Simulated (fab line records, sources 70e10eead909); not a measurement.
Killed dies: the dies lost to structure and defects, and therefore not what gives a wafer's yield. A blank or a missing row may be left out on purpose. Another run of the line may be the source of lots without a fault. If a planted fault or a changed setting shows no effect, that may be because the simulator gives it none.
Which tool did it? :: flow nand_harc :: 24 lots, 72 wafers sampled, at 5 steps of a route of 1302

WHAT EACH GAUGE READ, for each wafer
NHARC_A_BONDPAD_CD_MEAS_13. Usual: cd_nm reads 498.8 nm (standard deviation 1.4).
lot: L074
measured: day 23 06:21
on: cd_sem-01
cd_nm (nm): 500.7 503.3 500.6
flag: 

lot: L075
measured: day 23 16:23
on: cd_sem-02
cd_nm (nm): 496.7 496.7 498.2
flag: 

lot: L077
measured: day 23 23:23
on: cd_sem-01
cd_nm (nm): 499.4 499.2 498.9
flag: 

lot: L076
measured: day 24 08:32
on: cd_sem-01
cd_nm (nm): 500.6 498.2 498.6
flag: 

lot: L079
measured: day 25 10:04
on: cd_sem-02
cd_nm (nm): 500.9 502.0 498.7
flag: 

lot: L081
measured: day 25 15:16
on: cd_sem-01
cd_nm (nm): 499.2 497.3 499.2
flag: 

lot: L078
measured: day 25 18:13
on: cd_sem-03
cd_nm (nm): 498.5 498.8 499.7
flag: 

lot: L080
measured: day 25 23:40
on: cd_sem-03
cd_nm (nm): 497.8 501.1 498.6
flag: 

lot: L083
measured: day 26 19:13
on: cd_sem-01
cd_nm (nm): 499.5 499.8 500.8
flag: 

lot: L082
measured: day 26 22:29
on: cd_sem-01
cd_nm (nm): 499.0 500.3 500.2
flag: 

lot: L085
measured: day 27 00:41
on: cd_sem-03
cd_nm (nm): 499.6 499.0 497.5
flag: 

lot: L084
measured: day 27 04:27
on: cd_sem-01
cd_nm (nm): 499.9 498.9 498.3
flag: 

lot: L086
measured: day 28 14:04
on: cd_sem-02
cd_nm (nm): 497.9 497.8 498.5
flag: 

lot: L088
measured: day 29 04:36
on: cd_sem-03
cd_nm (nm): 496.5 498.9 497.2
flag: 

lot: L089
measured: day 29 07:06
on: cd_sem-02
cd_nm (nm): 498.6 496.6 498.6
flag: 

lot: L087
measured: day 29 10:49
on: cd_sem-03
cd_nm (nm): 499.8 499.2 500.5
flag: 

lot: L090
measured: day 29 12:41
on: cd_sem-03
cd_nm (nm): 498.9 498.8 497.6
flag: 

lot: L091
measured: day 30 08:48
on: cd_sem-03
cd_nm (nm): 500.4 499.8 497.6
flag: 

lot: L093
measured: day 30 22:44
on: cd_sem-02
cd_nm (nm): 497.0 498.3 497.1
flag: 

lot: L092
measured: day 31 00:17
on: cd_sem-03
cd_nm (nm): 498.8 500.3 499.5
flag: 

lot: L094
measured: day 31 13:54
on: cd_sem-02
cd_nm (nm): 499.0 498.7 496.5
flag: 

lot: L095
measured: day 31 15:37
on: cd_sem-03
cd_nm (nm): 500.3 500.6 500.9
flag: 

lot: L096
measured: day 32 11:17
on: cd_sem-02
cd_nm (nm): 496.1 495.8 497.0
flag: 

lot: L097
measured: day 33 06:40
on: cd_sem-02
cd_nm (nm): 499.7 499.4 497.1
flag: 

EACH LOT AND THE TOOL THAT RAN IT (in order: tool; ch and the chambers of the sampled wafers; start)
lot: L074
NHARC_A_BLC_ETCH_18: rie_diel-11 ch 2,3, day 23 01:13 or earlier
NHARC_A_M1_DESCUM_14: rie_diel-02 ch 1,2,3, day 23 01:13
NHARC_A_M1_PRE_CLEAN_30: pvd_sputter-02, day 23 02:58 or earlier
NHARC_A_M1_ANNEAL_31: rtp_anneal-02 ch 0, day 23 02:58

lot: L075
NHARC_A_BLC_ETCH_18: rie_diel-06 ch 0,2,3, day 23 10:59 or earlier
NHARC_A_M1_DESCUM_14: rie_diel-07 ch 0,1,2, day 23 10:59
NHARC_A_M1_PRE_CLEAN_30: pvd_sputter-02, day 23 12:44 or earlier
NHARC_A_M1_ANNEAL_31: rtp_anneal-01 ch 0, day 23 12:44

lot: L077
NHARC_A_BLC_ETCH_18: rie_diel-11 ch 0,2,3, day 23 18:29 or earlier
NHARC_A_M1_DESCUM_14: rie_diel-02 ch 0,3, day 23 18:29
NHARC_A_M1_PRE_CLEAN_30: pvd_sputter-03, day 23 20:14 or earlier
NHARC_A_M1_ANNEAL_31: rtp_anneal-01 ch 0, day 23 20:14

lot: L076
NHARC_A_BLC_ETCH_18: rie_diel-11 ch 0,1, day 24 03:30 or earlier
NHARC_A_M1_DESCUM_14: rie_diel-07 ch 0,1,3, day 24 03:30
NHARC_A_M1_PRE_CLEAN_30: pvd_sputter-03, day 24 05:16 or earlier
NHARC_A_M1_ANNEAL_31: rtp_anneal-02 ch 0, day 24 05:16

lot: L079
NHARC_A_BLC_ETCH_18: rie_diel-11 ch 0,1,2, day 25 05:03 or earlier
NHARC_A_M1_DESCUM_14: rie_diel-02 ch 0,1,3, day 25 05:03
NHARC_A_M1_PRE_CLEAN_30: pvd_sputter-02, day 25 06:48 or earlier
NHARC_A_M1_ANNEAL_31: rtp_anneal-01 ch 0, day 25 06:48

lot: L081
NHARC_A_BLC_ETCH_18: rie_diel-06 ch 0,3, day 25 10:22 or earlier
NHARC_A_M1_DESCUM_14: rie_diel-02 ch 1,2,3, day 25 10:22
NHARC_A_M1_PRE_CLEAN_30: pvd_sputter-03, day 25 12:13 or earlier
NHARC_A_M1_ANNEAL_31: rtp_anneal-02 ch 0, day 25 12:13

lot: L078
NHARC_A_BLC_ETCH_18: rie_diel-06 ch 1,2, day 25 13:04 or earlier
NHARC_A_M1_DESCUM_14: rie_diel-01 ch 1,2, day 25 13:04
NHARC_A_M1_PRE_CLEAN_30: pvd_sputter-03, day 25 14:55 or earlier
NHARC_A_M1_ANNEAL_31: rtp_anneal-02 ch 0, day 25 14:55

lot: L080
NHARC_A_BLC_ETCH_18: rie_diel-09 ch 2,3, day 25 18:42 or earlier
NHARC_A_M1_DESCUM_14: rie_diel-01 ch 1,2,3, day 25 18:42
NHARC_A_M1_PRE_CLEAN_30: pvd_sputter-02, day 25 20:37 or earlier
NHARC_A_M1_ANNEAL_31: rtp_anneal-02 ch 0, day 25 20:37

lot: L083
NHARC_A_BLC_ETCH_18: rie_diel-06 ch 0,1,3, day 26 14:14 or earlier
NHARC_A_M1_DESCUM_14: rie_diel-07 ch 0,1, day 26 14:14
NHARC_A_M1_PRE_CLEAN_30: pvd_sputter-02, day 26 15:59 or earlier
NHARC_A_M1_ANNEAL_31: rtp_anneal-02 ch 0, day 26 15:59

lot: L082
NHARC_A_BLC_ETCH_18: rie_diel-09 ch 0,1,3, day 26 17:35 or earlier
NHARC_A_M1_DESCUM_14: rie_diel-01 ch 0,1,3, day 26 17:35
NHARC_A_M1_PRE_CLEAN_30: pvd_sputter-03, day 26 19:21 or earlier
NHARC_A_M1_ANNEAL_31: rtp_anneal-01 ch 0, day 26 19:21

lot: L085
NHARC_A_BLC_ETCH_18: rie_diel-09 ch 0,1,2, day 26 19:48 or earlier
NHARC_A_M1_DESCUM_14: rie_diel-02 ch 0,3, day 26 19:48
NHARC_A_M1_PRE_CLEAN_30: pvd_sputter-01, day 26 21:37 or earlier
NHARC_A_M1_ANNEAL_31: rtp_anneal-02 ch 0, day 26 21:37

lot: L084
NHARC_A_BLC_ETCH_18: rie_diel-09 ch 1,2, day 26 23:22 or earlier
NHARC_A_M1_DESCUM_14: rie_diel-07 ch 2,3, day 26 23:22
NHARC_A_M1_PRE_CLEAN_30: pvd_sputter-03, day 27 01:17 or earlier
NHARC_A_M1_ANNEAL_31: rtp_anneal-01 ch 0, day 27 01:17

lot: L086
NHARC_A_BLC_ETCH_18: rie_diel-06 ch 1,2,3, day 28 09:00 or earlier
NHARC_A_M1_DESCUM_14: rie_diel-01 ch 1,2,3, day 28 09:00
NHARC_A_M1_PRE_CLEAN_30: pvd_sputter-01, day 28 10:49 or earlier
NHARC_A_M1_ANNEAL_31: rtp_anneal-02 ch 0, day 28 10:49

lot: L088
NHARC_A_BLC_ETCH_18: rie_diel-09 ch 0,3, day 28 23:27 or earlier
NHARC_A_M1_DESCUM_14: rie_diel-02 ch 0,2,3, day 28 23:27
NHARC_A_M1_PRE_CLEAN_30: pvd_sputter-03, day 29 01:12 or earlier
NHARC_A_M1_ANNEAL_31: rtp_anneal-01 ch 0, day 29 01:12

lot: L089
NHARC_A_BLC_ETCH_18: rie_diel-11 ch 0,1,3, day 29 01:46 or earlier
NHARC_A_M1_DESCUM_14: rie_diel-07 ch 0,2,3, day 29 01:46
NHARC_A_M1_PRE_CLEAN_30: pvd_sputter-02, day 29 03:31 or earlier
NHARC_A_M1_ANNEAL_31: rtp_anneal-02 ch 0, day 29 03:31

lot: L087
NHARC_A_BLC_ETCH_18: rie_diel-11 ch 0,2,3, day 29 05:56 or earlier
NHARC_A_M1_DESCUM_14: rie_diel-01 ch 0,1,2, day 29 05:56
NHARC_A_M1_PRE_CLEAN_30: pvd_sputter-01, day 29 07:41 or earlier
NHARC_A_M1_ANNEAL_31: rtp_anneal-01 ch 0, day 29 07:41

lot: L090
NHARC_A_BLC_ETCH_18: rie_diel-11 ch 0,3, day 29 07:38 or earlier
NHARC_A_M1_DESCUM_14: rie_diel-07 ch 1,2, day 29 07:38
NHARC_A_M1_PRE_CLEAN_30: pvd_sputter-01, day 29 09:26 or earlier
NHARC_A_M1_ANNEAL_31: rtp_anneal-01 ch 0, day 29 09:26

lot: L091
NHARC_A_BLC_ETCH_18: rie_diel-11 ch 1,2,3, day 30 03:43 or earlier
NHARC_A_M1_DESCUM_14: rie_diel-02 ch 1,2,3, day 30 03:43
NHARC_A_M1_PRE_CLEAN_30: pvd_sputter-01, day 30 05:29 or earlier
NHARC_A_M1_ANNEAL_31: rtp_anneal-02 ch 0, day 30 05:29

lot: L093
NHARC_A_BLC_ETCH_18: rie_diel-11 ch 1,3, day 30 17:14 or earlier
NHARC_A_M1_DESCUM_14: rie_diel-01 ch 1,3, day 30 17:14
NHARC_A_M1_PRE_CLEAN_30: pvd_sputter-03, day 30 19:31 or earlier
NHARC_A_M1_ANNEAL_31: rtp_anneal-01 ch 0, day 30 19:31

lot: L092
NHARC_A_BLC_ETCH_18: rie_diel-11 ch 0,1, day 30 19:20 or earlier
NHARC_A_M1_DESCUM_14: rie_diel-02 ch 1,2,3, day 30 19:20
NHARC_A_M1_PRE_CLEAN_30: pvd_sputter-01, day 30 21:13 or earlier
NHARC_A_M1_ANNEAL_31: rtp_anneal-01 ch 0, day 30 21:13

lot: L094
NHARC_A_BLC_ETCH_18: rie_diel-11 ch 0,1,3, day 31 08:55 or earlier
NHARC_A_M1_DESCUM_14: rie_diel-02 ch 0,1,3, day 31 08:55
NHARC_A_M1_PRE_CLEAN_30: pvd_sputter-03, day 31 10:44 or earlier
NHARC_A_M1_ANNEAL_31: rtp_anneal-01 ch 0, day 31 10:44

lot: L095
NHARC_A_BLC_ETCH_18: rie_diel-09 ch 1,2,3, day 31 10:07 or earlier
NHARC_A_M1_DESCUM_14: rie_diel-07 ch 0,1,2, day 31 10:07
NHARC_A_M1_PRE_CLEAN_30: pvd_sputter-02, day 31 12:19 or earlier
NHARC_A_M1_ANNEAL_31: rtp_anneal-02 ch 0, day 31 12:19

lot: L096
NHARC_A_BLC_ETCH_18: rie_diel-11 ch 0,1,3, day 32 06:24 or earlier
NHARC_A_M1_DESCUM_14: rie_diel-01 ch 0,1,3, day 32 06:24
NHARC_A_M1_PRE_CLEAN_30: pvd_sputter-02, day 32 08:09 or earlier
NHARC_A_M1_ANNEAL_31: rtp_anneal-01 ch 0, day 32 08:09

lot: L097
NHARC_A_BLC_ETCH_18: rie_diel-11 ch 1,2,3, day 33 01:36 or earlier
NHARC_A_M1_DESCUM_14: rie_diel-02 ch 0,2, day 33 01:36
NHARC_A_M1_PRE_CLEAN_30: pvd_sputter-02, day 33 03:25 or earlier
NHARC_A_M1_ANNEAL_31: rtp_anneal-02 ch 0, day 33 03:25
- NHARC_A_BLC_ETCH_18: etches the open film in C4F8/O2/Ar, target depth 910 nm.
- NHARC_A_M1_DESCUM_14: chemistry O2, time 3 s.
- NHARC_A_M1_PRE_CLEAN_30: time 30 s.
- NHARC_A_M1_ANNEAL_31: time 90 s.

WHAT THE TOOLS THEMSELVES READ (means of the sampled wafers that have a number; where no wafer has one, the mark that the record gives instead)
NHARC_A_BLC_ETCH_18. Usual: bias_w 1500 W, standard deviation 4.8; oes_product_au 0.946 a.u., standard deviation 0.022; rf_vpp_V 977 V, standard deviation 5.1.
lot: L074
tool: rie_diel-11
bias_w (W): 1501
oes_product_au (a.u.): 0.921
rf_vpp_V (V): 972
flag: 

lot: L075
tool: rie_diel-06
bias_w (W): 1499
oes_product_au (a.u.): 0.969
rf_vpp_V (V): 972
flag: 

lot: L077
tool: rie_diel-11
bias_w (W): 1495
oes_product_au (a.u.): 0.923
rf_vpp_V (V): 977
flag: 

lot: L076
tool: rie_diel-11
bias_w (W): 1503
oes_product_au (a.u.): 0.964
rf_vpp_V (V): 983
flag: 

lot: L079
tool: rie_diel-11
bias_w (W): 1495
oes_product_au (a.u.): 0.977
rf_vpp_V (V): 979
flag: 

lot: L081
tool: rie_diel-06
bias_w (W): 1499
oes_product_au (a.u.): 0.922
rf_vpp_V (V): 974
flag: 

lot: L078
tool: rie_diel-06
bias_w (W): 1502
oes_product_au (a.u.): 0.971
rf_vpp_V (V): 970
flag: 

lot: L080
tool: rie_diel-09
bias_w (W): 1499
oes_product_au (a.u.): 0.976
rf_vpp_V (V): 979
flag: 

lot: L083
tool: rie_diel-06
bias_w (W): 1501
oes_product_au (a.u.): 0.927
rf_vpp_V (V): 972
flag: 

lot: L082
tool: rie_diel-09
bias_w (W): 1503
oes_product_au (a.u.): 0.925
rf_vpp_V (V): 977
flag: 

lot: L085
tool: rie_diel-09
bias_w (W): 1502
oes_product_au (a.u.): 0.925
rf_vpp_V (V): 976
flag: 

lot: L084
tool: rie_diel-09
bias_w (W): 1497
oes_product_au (a.u.): 0.964
rf_vpp_V (V): 978
flag: 

lot: L086
tool: rie_diel-06
bias_w (W): 1499
oes_product_au (a.u.): 0.928
rf_vpp_V (V): 971
flag: 

lot: L088
tool: rie_diel-09
bias_w (W): 1503
oes_product_au (a.u.): 0.928
rf_vpp_V (V): 975
flag: 

lot: L089
tool: rie_diel-11
bias_w (W): 1504
oes_product_au (a.u.): 0.976
rf_vpp_V (V): 981
flag: 

lot: L087
tool: rie_diel-11
bias_w (W): 1505
oes_product_au (a.u.): 0.946
rf_vpp_V (V): 976
flag: 

lot: L090
tool: rie_diel-11
bias_w (W): 1500
oes_product_au (a.u.): 0.977
rf_vpp_V (V): 979
flag: 

lot: L091
tool: rie_diel-11
bias_w (W): 1498
oes_product_au (a.u.): 0.922
rf_vpp_V (V): 976
flag: 

lot: L093
tool: rie_diel-11
bias_w (W): 1504
oes_product_au (a.u.): 0.924
rf_vpp_V (V): 979
flag: 

lot: L092
tool: rie_diel-11
bias_w (W): 1499
oes_product_au (a.u.): 0.927
rf_vpp_V (V): 983
flag: 

lot: L094
tool: rie_diel-11
bias_w (W): 1502
oes_product_au (a.u.): 0.946
rf_vpp_V (V): 980
flag: 

lot: L095
tool: rie_diel-09
bias_w (W): 1498
oes_product_au (a.u.): 0.968
rf_vpp_V (V): 979
flag: 

lot: L096
tool: rie_diel-11
bias_w (W): 1494
oes_product_au (a.u.): 0.931
rf_vpp_V (V): 982
flag: 

lot: L097
tool: rie_diel-11
bias_w (W): 1501
oes_product_au (a.u.): 0.964
rf_vpp_V (V): 976
flag: 

NHARC_A_M1_DESCUM_14. Usual: drypump_motor_current_A 5.7 A, standard deviation 0.49; oes_product_au 1.001 a.u., standard deviation 0.0079; rf_vpp_V 57.6 V, standard deviation 0.88; showerhead_plenum_p_Torr 1.90 Torr, standard deviation 0.066; throttle_valve_pct 11.312 %, standard deviation 0.0091.
lot: L074
tool: rie_diel-02
drypump_motor_current_A (A): 5.4
oes_product_au (a.u.): 0.994
rf_vpp_V (V): 57.9
showerhead_plenum_p_Torr (Torr): 1.94
throttle_valve_pct (%): 11.309
flag: 

lot: L075
tool: rie_diel-07
drypump_motor_current_A (A): 5.8
oes_product_au (a.u.): 1.002
rf_vpp_V (V): 57.2
showerhead_plenum_p_Torr (Torr): 1.86
throttle_valve_pct (%): 11.310
flag: 

lot: L077
tool: rie_diel-02
drypump_motor_current_A (A): 6.0
oes_product_au (a.u.): 1.002
rf_vpp_V (V): 58.1
showerhead_plenum_p_Torr (Torr): 1.87
throttle_valve_pct (%): 11.318
flag: 

lot: L076
tool: rie_diel-07
drypump_motor_current_A (A): 6.1
oes_product_au (a.u.): 0.990
rf_vpp_V (V): 57.5
showerhead_plenum_p_Torr (Torr): 1.89
throttle_valve_pct (%): 11.314
flag: 

lot: L079
tool: rie_diel-02
drypump_motor_current_A (A): 5.8
oes_product_au (a.u.): 1.003
rf_vpp_V (V): 58.1
showerhead_plenum_p_Torr (Torr): 1.93
throttle_valve_pct (%): 11.309
flag: 

lot: L081
tool: rie_diel-02
drypump_motor_current_A (A): 5.4
oes_product_au (a.u.): 1.009
rf_vpp_V (V): 57.8
showerhead_plenum_p_Torr (Torr): 1.94
throttle_valve_pct (%): 11.301
flag: 

lot: L078
tool: rie_diel-01
drypump_motor_current_A (A): 5.6
oes_product_au (a.u.): 1.005
rf_vpp_V (V): 57.8
showerhead_plenum_p_Torr (Torr): 1.92
throttle_valve_pct (%): 11.306
flag: 

lot: L080
tool: rie_diel-01
drypump_motor_current_A (A): 5.8
oes_product_au (a.u.): 1.011
rf_vpp_V (V): 58.3
showerhead_plenum_p_Torr (Torr): 1.89
throttle_valve_pct (%): 11.311
flag: 

lot: L083
tool: rie_diel-07
drypump_motor_current_A (A): 6.2
oes_product_au (a.u.): 0.990
rf_vpp_V (V): 57.6
showerhead_plenum_p_Torr (Torr): 1.84
throttle_valve_pct (%): 11.315
flag: 

lot: L082
tool: rie_diel-01
drypump_motor_current_A (A): 5.9
oes_product_au (a.u.): 1.005
rf_vpp_V (V): 57.5
showerhead_plenum_p_Torr (Torr): 1.90
throttle_valve_pct (%): 11.310
flag: 

lot: L085
tool: rie_diel-02
drypump_motor_current_A (A): 6.0
oes_product_au (a.u.): 1.012
rf_vpp_V (V): 57.5
showerhead_plenum_p_Torr (Torr): 1.87
throttle_valve_pct (%): 11.314
flag: 

lot: L084
tool: rie_diel-07
drypump_motor_current_A (A): 5.5
oes_product_au (a.u.): 0.995
rf_vpp_V (V): 58.6
showerhead_plenum_p_Torr (Torr): 1.97
throttle_valve_pct (%): 11.307
flag: 

lot: L086
tool: rie_diel-01
drypump_motor_current_A (A): 5.8
oes_product_au (a.u.): 0.999
rf_vpp_V (V): 57.2
showerhead_plenum_p_Torr (Torr): 1.89
throttle_valve_pct (%): 11.315
flag: 

lot: L088
tool: rie_diel-02
drypump_motor_current_A (A): 5.8
oes_product_au (a.u.): 1.005
rf_vpp_V (V): 56.4
showerhead_plenum_p_Torr (Torr): 1.88
throttle_valve_pct (%): 11.307
flag: 

lot: L089
tool: rie_diel-07
drypump_motor_current_A (A): 5.7
oes_product_au (a.u.): 0.998
rf_vpp_V (V): 57.9
showerhead_plenum_p_Torr (Torr): 1.91
throttle_valve_pct (%): 11.303
flag: 

lot: L087
tool: rie_diel-01
drypump_motor_current_A (A): 5.5
oes_product_au (a.u.): 0.999
rf_vpp_V (V): 56.9
showerhead_plenum_p_Torr (Torr): 1.88
throttle_valve_pct (%): 11.310
flag: 

lot: L090
tool: rie_diel-07
drypump_motor_current_A (A): 5.3
oes_product_au (a.u.): 1.001
rf_vpp_V (V): 56.9
showerhead_plenum_p_Torr (Torr): 1.89
throttle_valve_pct (%): 11.311
flag: 

lot: L091
tool: rie_diel-02
drypump_motor_current_A (A): 5.4
oes_product_au (a.u.): 1.010
rf_vpp_V (V): 57.9
showerhead_plenum_p_Torr (Torr): 1.94
throttle_valve_pct (%): 11.314
flag: 

lot: L093
tool: rie_diel-01
drypump_motor_current_A (A): 6.2
oes_product_au (a.u.): 0.996
rf_vpp_V (V): 57.7
showerhead_plenum_p_Torr (Torr): 1.92
throttle_valve_pct (%): 11.311
flag: 

lot: L092
tool: rie_diel-02
drypump_motor_current_A (A): 5.4
oes_product_au (a.u.): 1.012
rf_vpp_V (V): 57.4
showerhead_plenum_p_Torr (Torr): 1.94
throttle_valve_pct (%): 11.314
flag: 

lot: L094
tool: rie_diel-02
drypump_motor_current_A (A): 5.8
oes_product_au (a.u.): 1.001
rf_vpp_V (V): 57.3
showerhead_plenum_p_Torr (Torr): 1.93
throttle_valve_pct (%): 11.304
flag: 

lot: L095
tool: rie_diel-07
drypump_motor_current_A (A): 5.8
oes_product_au (a.u.): 0.986
rf_vpp_V (V): 56.5
showerhead_plenum_p_Torr (Torr): 1.86
throttle_valve_pct (%): 11.316
flag: 

lot: L096
tool: rie_diel-01
drypump_motor_current_A (A): 5.9
oes_product_au (a.u.): 0.995
rf_vpp_V (V): 57.1
showerhead_plenum_p_Torr (Torr): 1.89
throttle_valve_pct (%): 11.308
flag: 

lot: L097
tool: rie_diel-02
drypump_motor_current_A (A): 5.9
oes_product_au (a.u.): 1.000
rf_vpp_V (V): 57.7
showerhead_plenum_p_Torr (Torr): 1.87
throttle_valve_pct (%): 11.319
flag: 

NHARC_A_M1_PRE_CLEAN_30. Usual: heater_power_w reads 450 W (standard deviation 32).
lot: L074
tool: pvd_sputter-02
heater_power_w (W): 465
flag: 

lot: L075
tool: pvd_sputter-02
heater_power_w (W): 432
flag: 

lot: L077
tool: pvd_sputter-03
heater_power_w (W): 443
flag: 

lot: L076
tool: pvd_sputter-03
heater_power_w (W): 448
flag: 

lot: L079
tool: pvd_sputter-02
heater_power_w (W): 444
flag: 

lot: L081
tool: pvd_sputter-03
heater_power_w (W): 460
flag: 

lot: L078
tool: pvd_sputter-03
heater_power_w (W): 459
flag: 

lot: L080
tool: pvd_sputter-02
heater_power_w (W): 432
flag: 

lot: L083
tool: pvd_sputter-02
heater_power_w (W): 417
flag: 

lot: L082
tool: pvd_sputter-03
heater_power_w (W): 454
flag: 

lot: L085
tool: pvd_sputter-01
heater_power_w (W): 438
flag: 

lot: L084
tool: pvd_sputter-03
heater_power_w (W): 459
flag: 

lot: L086
tool: pvd_sputter-01
heater_power_w (W): 478
flag: 

lot: L088
tool: pvd_sputter-03
heater_power_w (W): 462
flag: 

lot: L089
tool: pvd_sputter-02
heater_power_w (W): 488
flag: 

lot: L087
tool: pvd_sputter-01
heater_power_w (W): 445
flag: 

lot: L090
tool: pvd_sputter-01
heater_power_w (W): 483
flag: 

lot: L091
tool: pvd_sputter-01
heater_power_w (W): 449
flag: 

lot: L093
tool: pvd_sputter-03
heater_power_w (W): 447
flag: 

lot: L092
tool: pvd_sputter-01
heater_power_w (W): 483
flag: 

lot: L094
tool: pvd_sputter-03
heater_power_w (W): 437
flag: 

lot: L095
tool: pvd_sputter-02
heater_power_w (W): 435
flag: 

lot: L096
tool: pvd_sputter-02
heater_power_w (W): 462
flag: 

lot: L097
tool: pvd_sputter-02
heater_power_w (W): 438
flag: 

NHARC_A_M1_ANNEAL_31. Usual: wafer_temp_C_max reads 225.85 (standard deviation 0.22).
lot: L074
tool: rtp_anneal-02
wafer_temp_C_max: 225.55
flag: 

lot: L075
tool: rtp_anneal-01
wafer_temp_C_max: 225.96
flag: 

lot: L077
tool: rtp_anneal-01
wafer_temp_C_max: 225.73
flag: 

lot: L076
tool: rtp_anneal-02
wafer_temp_C_max: 226.08
flag: 

lot: L079
tool: rtp_anneal-01
wafer_temp_C_max: 225.94
flag: 

lot: L081
tool: rtp_anneal-02
wafer_temp_C_max: 225.90
flag: 

lot: L078
tool: rtp_anneal-02
wafer_temp_C_max: 225.79
flag: 

lot: L080
tool: rtp_anneal-02
wafer_temp_C_max: 226.07
flag: 

lot: L083
tool: rtp_anneal-02
wafer_temp_C_max: 226.02
flag: 

lot: L082
tool: rtp_anneal-01
wafer_temp_C_max: 225.94
flag: 

lot: L085
tool: rtp_anneal-02
wafer_temp_C_max: 225.92
flag: 

lot: L084
tool: rtp_anneal-01
wafer_temp_C_max: 225.87
flag: 

lot: L086
tool: rtp_anneal-02
wafer_temp_C_max: 225.60
flag: 

lot: L088
tool: rtp_anneal-01
wafer_temp_C_max: 225.78
flag: 

lot: L089
tool: rtp_anneal-02
wafer_temp_C_max: 225.76
flag: 

lot: L087
tool: rtp_anneal-01
wafer_temp_C_max: 226.14
flag: 

lot: L090
tool: rtp_anneal-01
wafer_temp_C_max: 225.95
flag: 

lot: L091
tool: rtp_anneal-02
wafer_temp_C_max: 225.69
flag: 

lot: L093
tool: rtp_anneal-01
wafer_temp_C_max: 226.00
flag: 

lot: L092
tool: rtp_anneal-01
wafer_temp_C_max: 225.88
flag: 

lot: L094
tool: rtp_anneal-01
wafer_temp_C_max: 225.78
flag: 

lot: L095
tool: rtp_anneal-02
wafer_temp_C_max: 225.63
flag: 

lot: L096
tool: rtp_anneal-01
wafer_temp_C_max: 225.76
flag: 

lot: L097
tool: rtp_anneal-02
wafer_temp_C_max: 226.05
flag: 

THE ANSWER, worked out from the rows above alone
Rule: a lot is off if the mean of its wafers that have a number lies more than 3 standard deviations from the usual mean. A lot without any number at a reading at which 4 lots or more have one is off too. Any other lot the step has rows for is counted as sound. Order of review: gauges by route order, followed by the tools' own readings, for which a lot's mean as printed above is used. At the first step where some lot is off, the reading lying furthest off is the one used; lots without a number count as furthest.
Across all readings shown, no lot is off: no conclusion can be drawn from this.

WHAT THE SIMULATOR PUT IN
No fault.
